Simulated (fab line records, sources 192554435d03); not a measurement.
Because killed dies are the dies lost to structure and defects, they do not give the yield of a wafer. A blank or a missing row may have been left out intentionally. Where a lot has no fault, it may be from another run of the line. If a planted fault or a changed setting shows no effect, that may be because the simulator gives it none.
A lot that was struck, set against a sound lot	flow n5 finfet	21 steps out of a route of 1938
Sound: these wafers, L387.1, L387.2, L387.3. Struck: wafers L373.2, L373.3. (L373.1 of the same lot was not struck and is left out.) The cause comes at the end.
At each step with rows: each side's tool, then ch and its chambers, then its first start. Under that, the readings that differ: sound wafers	struck wafers	difference of the means	sigmas: that difference in standard deviations of wafers without a fault.
alike: words and numbers the same on both sides, and readings whose means are apart by under 2 such deviations; not compared: readings that were withheld, readings missing a value for some wafer, numbers with overlapping values and no deviation given by the record, and bounds like >300 which may hide the same value.
A row with sigmas, a row that says differs or no value, or rows on one side alone: a step with any of these is where the two part. Non-overlapping numbers with no deviation appear without sigmas and do not part them. A reading missing from all wafers of one side parts the sides only when that side holds two or more wafers.

first, 9 steps without rows for these wafers: N5_FIN_SAQP_EBR_12; N5_FIN_SAQP_SOFTBAKE_11 (time 60 s); N5_FIN_SAQP_EXPOSE_13 (exposes mask FIN CORE, target cd 35.6 nm); N5_FIN_SAQP_PEB_14 (peb time 60 s); N5_FIN_SAQP_DEVELOP_15 (develop time 30 s); N5_FIN_SAQP_DESCUM_21 (chemistry O2, time 7.9 s); N5_FIN_SAQP_ETCH_51 (etches SiARC in CF4, target depth 45.5 nm, time 75.8 s); N5_FIN_SAQP_ETCH_52 (etches SOC in N2/H2, target depth 100 nm, overetch 20 nm, time 150 s); N5_FIN_SAQP_STRIP_53 (strips in N2/H2).
N5_FIN_SAQP_HM_OPEN_73: chemistry CHF3/O2, target SiO2, stops on a-Si, target depth 12 nm, time 16.8 s.
  sound on rie diel-04 ch 0,1,2, day 5 21:58; struck on rie diel-06 ch 0,3, day 2 11:54
reading	sound	struck	difference	sigmas
model.SiARC_of_FIN_SAQP_COAT_50.thk nm (nm)	5.99 7.073 5.465	0 0	-6	
model.SOC_of_FIN_SAQP_COAT_49.thk nm (nm)	99.69 99.48 99.78	96.67 98.64	-2.00	
model.a-Si_of_FIN_SAQP_PECVD_06.thk nm (nm)	60.5 59.79 60.11	57.92 57.86	-2.24	
  alike: drypump motor current A, mfc ar sccm, oes product au, rf fwd power W, rf vpp V, showerhead plenum p Torr, throttle valve pct
  not compared: rf hours counter h
then, 1 step without rows for these wafers: N5_FIN_SAQP_STRIP_74 (strips in CHF3/O2).
N5_FIN_SAQP_MANDREL_ETCH_22: etches a-Si in HBr/Cl2, stops on SiNx, target depth 60 nm, bt time 10 s, time 30 s.
  sound on rie si-02 ch 0,1,2, day 5 22:02; struck on rie si-02 ch 0,3, day 2 11:59
reading	sound	struck	difference	sigmas
model.SOC_of_FIN_SAQP_COAT_49.thk nm (nm)	75.47 75.43 75.58	72.86 74.57	-1.78	
model.etch.depth nm (nm)	60.5 59.79 60.11	57.92 57.86	-2.24	
  alike: drypump motor current A, oes product au, rf fwd power W, throttle valve pct
  not compared: rf hours counter h
then, 5 steps without rows for these wafers: N5_FIN_SAQP_STRIP_55 (strips in N2/H2); N5_FIN_SAQP_STRIP_23 (strips in SPM, time 750 s); N5_FIN_SAQP_SRD_66 (time 30 s); N5_FIN_SAQP_RECESS_75 (chemistry HF/NH3, target SiO2, target depth 14.4 nm, afs cycles 3, sublimation time 60 s); N5_FIN_SAQP_SPACER1_ALD_24 (deposits SiO2, target thk 20.3 nm, pulse time 1 s, purge time 2 s).
N5_FIN_SAQP_SPACER1_ETCHBACK_25: etches SiO2 in CHF3/O2, target depth 24.4 nm, time 12.2 s.
  sound on rie diel-04 ch 0,1,3, day 5 23:35; struck on rie diel-06 ch 2,3, day 2 13:44
reading	sound	struck	difference	sigmas
rf fwd power W (W)	651.6 646.5 649.3	646.1 642.3	-4.9	-2
model.a-Si_of_FIN_SAQP_PECVD_06.thk nm (nm)	59.6 58.8 59.2	57 57	-2	
  alike: drypump motor current A, mfc ar sccm, oes product au, rf vpp V, showerhead plenum p Torr, throttle valve pct
  not compared: rf hours counter h
then, 1 step without rows for these wafers: N5_FIN_SAQP_MANDREL1_REMOVE_56 (chemistry HBr/Cl2/O2, target a-Si, stops on SiNx, bt time 10 s).
-- here the record skips 6 days between the struck wafers' starts before and after, leaving off in module FIN_SAQP and picking up in module BEOL_M4 (first step shown: number 1111 of the route) --
N5_BEOL_M4_RC_MEAS_101:
  sound on prober-02 ch 0, day 12 04:39; struck on prober-02 ch 0, day 8 21:28
reading	sound	struck	difference	sigmas
ION_N (uA/um)	649 653 663	701 678	+34	+2
  alike: DIBL_N, DIBL_P, IOFF_N, IOFF_P, ION_P, SS_N, SS_P, VT_N, VT_P
-- a jump in the record: the struck wafers' starts before and after are 4 days apart (it breaks off in module BEOL_M4 and resumes in module PASSIVATION, where the first step shown is number 1936 of the route) --
N5_PASSIVATION_PROBE_49:
  sound on prober-01, day 16 17:37; struck on prober-01, day 13 06:06
reading	sound	struck	difference	sigmas
killed at front end	30 37 37	71 52	+27	+2
killed short	24 44 28	51 47	+17	+2
  alike: defect limited yield, killed_at_M0_to_M3, killed_at_M4_up, killed at contacts, killed at other, killed dies, killed open, sort_bin_5_function, sort_bin_6_memory, sort_bin_8_speed, sort n pass, sort yield pct

WHERE THEY PART
Earliest at N5_FIN_SAQP_SPACER1_ETCHBACK_25; latest, in this record, at N5_PASSIVATION_PROBE_49.

WHY: what the simulator had put in
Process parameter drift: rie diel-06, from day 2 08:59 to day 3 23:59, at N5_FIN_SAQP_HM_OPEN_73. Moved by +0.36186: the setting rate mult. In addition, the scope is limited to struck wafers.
